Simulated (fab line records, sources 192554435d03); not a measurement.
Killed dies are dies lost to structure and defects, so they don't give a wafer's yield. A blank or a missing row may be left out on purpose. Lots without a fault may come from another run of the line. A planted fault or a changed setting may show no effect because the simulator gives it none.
Split-lot experiment | flow n5_finfet | 7 lots, 39 wafers read, on a route of 1938 steps

THE SPLIT
At N5_ZERO_LAYER_PECVD_02 (deposits SiO2 from SiH4/N2O, target thk 10 nm, time 6 s), the setting target_thk_a was moved away from the recipe's 100 angstrom on 15 of the 39 wafers read, by -14.1% to +10.8%. The other wafers ran this setting at the recipe's value.

The reading is taken at the split's own step.

THE READING
SiO2_of_ZERO_LAYER_PECVD_02.thk_nm (the simulator's own value, which no gauge read), in nm, at N5_ZERO_LAYER_PECVD_02 (deposits SiO2 from SiH4/N2O, target thk 10 nm, time 6 s). The file gives no usual value for it. The 24 wafers here that ran the recipe average 9.989 nm, standard deviation 0.21 nm.

wafer  | tool, chamber at the split | target_thk_a as run, angstrom | against the recipe | SiO2_of_ZERO_LAYER_PECVD_02.thk_nm, nm | against lot-mates on the recipe
L077.1 | pecvd-02, 1                | 100                           | recipe             | 9.781                                  | -
L077.2 | pecvd-02, 0                | 86.08                         | -13.9%             | 8.741                                  | -1.276
L077.3 | pecvd-02, 0                | 100                           | recipe             | 10.06                                  | -
L077.4 | pecvd-02, 1                | 86.08                         | -13.9%             | 8.586                                  | -1.431
L077.5 | pecvd-02, 0                | 100                           | recipe             | 10.21                                  | -
L077.6 | pecvd-02, 1                | 86.08                         | -13.9%             | 8.672                                  | -1.345
L079.1 | pecvd-04, 2                | 100                           | recipe             | 10                                     | -
L079.2 | pecvd-04, 0                | 100                           | recipe             | 9.977                                  | -
L079.3 | pecvd-04, 1                | 100                           | recipe             | 9.946                                  | -
L079.4 | pecvd-04, 1                | 100                           | recipe             | 10.13                                  | -
L079.5 | pecvd-04, 2                | 100                           | recipe             | 10.01                                  | -
L079.6 | pecvd-04, 0                | 100                           | recipe             | 10.1                                   | -
L081.1 | pecvd-03, 2,0              | 110.8                         | +10.8%             | 11.22                                  | +1.033
L081.2 | pecvd-03, 2,0              | 110.8                         | +10.8%             | 11.22                                  | +1.033
L081.3 | pecvd-03, 1                | 100                           | recipe             | 10.01                                  | -
L081.4 | pecvd-03, 0                | 110.8                         | +10.8%             | 11.25                                  | +1.063
L081.5 | pecvd-03, 1                | 100                           | recipe             | 10.37                                  | -
L081.6 | pecvd-03, 2                | 100                           | recipe             | 10.18                                  | -
L086.1 | pecvd-02, 0                | 100                           | recipe             | 10.04                                  | -
L086.2 | pecvd-02, 1                | 88.06                         | -11.9%             | 8.85                                   | -1.270
L086.3 | pecvd-02, 2                | 88.06                         | -11.9%             | 8.99                                   | -1.130
L086.4 | pecvd-02, 0                | 100                           | recipe             | 10.18                                  | -
L086.5 | pecvd-02, 1                | 100                           | recipe             | 10.14                                  | -
L086.6 | pecvd-02, 2                | 88.06                         | -11.9%             | 8.923                                  | -1.197
L092.1 | pecvd-03, 1                | 100                           | recipe             | 9.833                                  | -
L092.2 | pecvd-03, 0                | 85.91                         | -14.1%             | 8.444                                  | -1.435
L092.3 | pecvd-03, 2                | 85.91                         | -14.1%             | 8.764                                  | -1.115
L092.4 | pecvd-03, 1                | 100                           | recipe             | 9.764                                  | -
L092.5 | pecvd-03, 2                | 85.91                         | -14.1%             | 8.71                                   | -1.169
L092.6 | pecvd-03, 0                | 100                           | recipe             | 10.04                                  | -
L093.1 | pecvd-02, 2                | 100                           | recipe             | 9.908                                  | -
L093.2 | pecvd-02, 0                | 109.7                         | +9.7%              | 10.82                                  | +0.766
L093.3 | pecvd-02, 1                | 109.7                         | +9.7%              | 10.76                                  | +0.706
L093.4 | pecvd-02, 0                | 100                           | recipe             | 10.29                                  | -
L093.5 | pecvd-02, 2                | 100                           | recipe             | 9.965                                  | -
L093.6 | pecvd-02, 1                | 109.7                         | +9.7%              | 11.04                                  | +0.986
L097.2 | pecvd-02, 2                | 100                           | recipe             | 9.548                                  | -
L097.3 | pecvd-02, 1                | 100                           | recipe             | 9.579                                  | -
L097.4 | pecvd-02, 0                | 100                           | recipe             | 9.666                                  | -
Where a row lists several chambers, the file gives one row for several wafers and doesn't say which wafer went through which chamber.

THE FIT
A straight line over all 39 wafers: SiO2_of_ZERO_LAYER_PECVD_02.thk_nm changes by +0.0973 nm for each +1% of target_thk_a; r = +0.97; the points scatter about the line by 0.19 nm.
The same after taking each lot's own level away (the mean of its wafers on the recipe; 39 wafers): +0.0934 nm for each +1%; r = +0.99; scatter 0.12 nm.
On that fit, the largest move of target_thk_a shifts the reading by 1.3 nm.
The lots' own levels span 9.5977 to 10.1867 nm, that is 2.9 times the standard deviation above.
So the lot-to-lot level changes the slope little: the two slopes agree.
Check: with one of the wafers moved furthest among these (-14.1%) left out of the fit, the line predicts -1.31 nm for it against its lot-mates. It came out at -1.43 nm against them.

THE FILE'S OWN FIT
SiO2_of_ZERO_LAYER_PECVD_02.thk_nm changes by +0.0938 nm for each +1% of target_thk_a, r = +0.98.
